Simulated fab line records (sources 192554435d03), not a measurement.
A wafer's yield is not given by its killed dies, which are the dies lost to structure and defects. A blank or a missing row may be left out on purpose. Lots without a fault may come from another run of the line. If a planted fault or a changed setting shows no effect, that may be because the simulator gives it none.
Struck lot and sound lot, side by side | flow n5-finfet | 39 out of 1938 route steps
Sound: these wafers, L226.4, L226.5, L226.6. The struck wafers were L223.3, L223.4, L223.6. At the end, the cause is stated.
Order at every step that has rows: each side's tool, ch and its chambers, its first start. Under that, the readings that differ: sound wafers | struck wafers | difference of the means | sigmas: that difference in standard deviations of wafers without a fault.
alike: same words and numbers on both sides, and readings whose means sit less than 2 such deviations apart. not compared: any withheld reading, any reading some wafer has no value for, any bound like >300 that may hide the same value, and any number with overlapping values for which the record gives no deviation.
The two part at a step that has a row with sigmas, a row that says differs or no value, or rows on one side only. Non-overlapping numbers with no deviation appear without sigmas and do not part them. A reading that every wafer of one side lacks parts them only if that side has two wafers or more.

first, 9 steps without rows for these wafers: N5_MOL_CONTACT_COAG_PRE_CLEAN_121; N5_MOL_CONTACT_COAG_CVD_140 (deposits W, target thk 66.5 nm, time 215 s); N5_MOL_CONTACT_COAG_PRECLEAN_127 (cleans in DIW, time 57.5 s); N5_MOL_CONTACT_COAG_SRD_128 (dry time 32 s); N5_MOL_CONTACT_COAG_CMP_52 (polishes, stops on SiO2, t overpolish 1.5 s, target thk 66.5 nm); N5_MOL_CONTACT_COAG_ANNEAL_112 (time 1800 s); N5_BEOL_M0_SAQP_PECVD_00 (deposits SiCN from 3MS/NH3, target thk 8 nm, time 14 s); N5_BEOL_M0_SAQP_ILD_DEP_01 (deposits SiOC from DEMS/O2, target thk 45.419 nm, time 8.7 s); N5_BEOL_M0_SAQP_HM_DEP_02 (deposits TiN, target thk 12 nm).
N5_BEOL_M0_SAQP_PECVD_03: deposits SiCN from 3MS/NH3, target thk 12 nm, time 21.1 s.
  sound on pecvd-04 ch 0,2, day 9 23:00; struck on pecvd-02 ch 0,1,2, day 9 06:01
  reading                                         | sound          | struck         | difference | sigmas
  run-length-s (s)                                | 51.6 51.5 51.2 | 41.3 41.8 40.9 | -10.1      | -24
  throttle-valve-pct (%)                          | 8.4 7.8 8.4    | 9.2 9.0 9.8    | +1.1       | +2
  model.SiCN_of_BEOL_M0_SAQP_PECVD_03.thk-nm (nm) | 12 12 12.2     | 6.4 6.6 6.6    | -5.5       |
  alike: showerhead-plenum-p-Torr
then, 25 steps without rows for these wafers: N5_BEOL_M0_SAQP_PECVD_96 (deposits a-Si from SiH4/He, target thk 45 nm, time 45.2 s); N5_BEOL_M0_SAQP_PECVD_97 (deposits SiNx from SiH4/NH3/N2, target thk 23 nm, time 19.9 s); N5_BEOL_M0_SAQP_PECVD_04 (deposits a-Si from SiH4/He, target thk 60 nm, time 60.2 s); N5_BEOL_M0_SAQP_HM_DEP_111 (deposits SiO2 from SiH4/N2O, target thk 12 nm, time 7.2 s); N5_BEOL_M0_SAQP_COAT_81 (time 60 s, resist thk 100 nm); N5_BEOL_M0_SAQP_COAT_82 (time 60 s, resist thk 30 nm); N5_BEOL_M0_SAQP_COAT_08 (resist thk 90 nm); N5_BEOL_M0_SAQP_EBR_10; N5_BEOL_M0_SAQP_SOFTBAKE_09 (time 60 s); N5_BEOL_M0_SAQP_EXPOSE_11 (exposes mask M0 CORE, target cd 42 nm); N5_BEOL_M0_SAQP_PEB_12 (peb time 60 s); N5_BEOL_M0_SAQP_DEVELOP_13 (develop time 30 s); N5_BEOL_M0_SAQP_DESCUM_19 (chemistry O2, time 7.9 s); N5_BEOL_M0_SAQP_ETCH_83 (etches SiARC in CF4, target depth 39 nm, time 65 s); N5_BEOL_M0_SAQP_ETCH_84 (etches SOC in N2/H2, target depth 100 nm, overetch 20 nm, time 150 s); N5_BEOL_M0_SAQP_STRIP_80 (strips in N2/H2); N5_BEOL_M0_SAQP_HM_OPEN_112 (chemistry CHF3/O2, target SiO2, stops on a-Si, target depth 12 nm, time 13.5 s); N5_BEOL_M0_SAQP_STRIP_113 (strips in CHF3/O2); N5_BEOL_M0_SAQP_MANDREL_ETCH_20 (etches a-Si in HBr/Cl2, stops on SiNx, target depth 60 nm, bt time 10 s, time 30 s); N5_BEOL_M0_SAQP_STRIP_86 (strips in N2/H2); N5_BEOL_M0_SAQP_STRIP_115 (strips in post etch residue remover, time 60 s); N5_BEOL_M0_SAQP_SRD_93 (time 30 s); N5_BEOL_M0_SAQP_RECESS_114 (chemistry HF/NH3, target SiO2, target depth 14.4 nm, afs cycles 3, sublimation time 60 s); N5_BEOL_M0_SAQP_SPACER1_ALD_98 (deposits SiO2, target thk 12.8 nm, pulse time 1 s, purge time 2 s); N5_BEOL_M0_SAQP_SPACER1_ETCHBACK_99 (etches SiO2 in CHF3/O2, target depth 15.4 nm, time 7.7 s).
N5_BEOL_M0_SAQP_RECESS_109: chemistry HF/NH3, target SiO2, target depth 3 nm, afs cycles 1, sublimation time 60 s.
  sound on vapor-etch-02 ch 0,1, day 10 02:20; struck on vapor-etch-02 ch 0,1, day 9 09:32
  reading                                         | sound       | struck    | difference | sigmas
  model.SiCN_of_BEOL_M0_SAQP_PECVD_03.thk-nm (nm) | 8.4 8.4 8.6 | 2.8 3.2 3 | -5.5       |
  alike: drypump-motor-current-A, foreline-p-Torr
N5_BEOL_M0_ETCH_138: etches SiCN in CH3F/O2, target depth 12 nm, time 31.6 s.
  sound on rie-diel-05 ch 1,2, day 10 05:44; struck on rie-diel-05 ch 0,1,2, day 9 13:38
  reading                  | sound             | struck            | difference | sigmas
  etch-rf-on-time-s (s)    | 27.6 28.0 28.7    | 30.9 31.4 31.3    | +3.1       | +3
  model.etch.depth-nm (nm) | 8.359 8.311 8.635 | 9.231 9.231 9.231 | +0.796     |
  alike: drypump-motor-current-A, mfc-ar-sccm, oes-product-au, rf-vpp-V, showerhead-plenum-p-Torr, throttle-valve-pct
  not compared: rf-hours-counter-h
N5_BEOL_M0_ETCH_128: etches SiCN in CF4/N2, target depth 12 nm, overetch 5.1 nm, time 21.4 s.
  sound on rie-diel-05 ch 0,3, day 10 06:32; struck on rie-diel-06 ch 0,2, day 9 14:50
  reading                  | sound             | struck           | difference | sigmas
  oes-product-au (a.u.)    | 0.49 0.60 0.51    | 0.36 0.37 0.37   | -0.17      | -3
  model.etch.depth-nm (nm) | 8.359 8.311 8.635 | 2.783 3.15 3.095 | -5.426     |
  alike: drypump-motor-current-A, mfc-ar-sccm, rf-vpp-V, showerhead-plenum-p-Torr, throttle-valve-pct
  not compared: rf-hours-counter-h
N5_BEOL_M4_RC_MEAS_101:
  sound on prober-01 ch 0, day 12 10:08; struck on prober-01 ch 0, day 11 08:31
  alike: DIBL_N, DIBL_P, IOFF_N, IOFF_P, ION_N, ION_P, SS_N, SS_P, VT_N, VT_P

## WHERE THEY PART
First at N5_BEOL_M0_SAQP_PECVD_03; last, within this record, at N5_BEOL_M0_ETCH_128. Later steps at which nothing parts them and some readings are alike: N5_BEOL_M4_RC_MEAS_101.

WHY: what the simulator had put in
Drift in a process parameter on pecvd-02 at N5_BEOL_M0_SAQP_PECVD_03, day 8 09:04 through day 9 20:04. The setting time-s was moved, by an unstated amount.
